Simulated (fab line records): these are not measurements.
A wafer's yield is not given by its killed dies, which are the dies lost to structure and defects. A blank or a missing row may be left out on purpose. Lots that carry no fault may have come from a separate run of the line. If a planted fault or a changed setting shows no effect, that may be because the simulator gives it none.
Chamber matching    flow n5Finfet    3 sister chambers for N5_FIN_SAQP_HM_DEP_72 on pecvd-03
The step deposits SiO2 from SiH4/N2O, target thk 12 nm, time 7.2 s. 3 wafers are shown with their chamber, then 12 later ones without.

WAFERS PAIRED WITH THEIR CHAMBERS
wafer   chamber  showerheadPlenumPTorr (Torr)
L089.4  2        8.22
L090.1  0        8.05
L090.4  1        8.16

WAFERS MISSING THEIR CHAMBER
wafer   showerheadPlenumPTorr (Torr)
L091.2  8.18
L091.4  8.05
L091.5  8.18
L092.1  8.05
L092.2  8.20
L092.3  8.20
L094.2  8.05
L094.3  8.17
L094.4  8.05
L097.2  8.16
L097.4  8.05
L097.6  8.21

EACH ONE'S CHAMBER
wafer   from the rows above      in truth
L091.2  can't be placed: 1 or 2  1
L091.4  0                        0
L091.5  can't be placed: 1 or 2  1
L092.1  0                        0
L092.2  can't be placed: 2 or 1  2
L092.3  can't be placed: 2 or 1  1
L094.2  0                        0
L094.3  1                        1
L094.4  0                        0
L097.2  1                        1
L097.4  0                        0
L097.6  2                        2
Correct placement for 8 of the 12. These rows do not allow placing 4 (true chamber among the candidates in 4). Wrongly placed: 0.
How it was worked out, from the rows above alone: a wafer's distance from a chamber is the root of the sum, over the readings, of the square of ((its reading less the chamber's mean) divided by the reading's scatter). If the next closest chamber is less than 2 further off than the closest, the wafer can't be placed; otherwise it belongs to the closest. For every chamber, the mean is computed from those of its wafers that are shown. The scatter (one wafer shown for each chamber): square how far every hidden wafer sits from the nearest shown wafer, average those squares and take the square root.
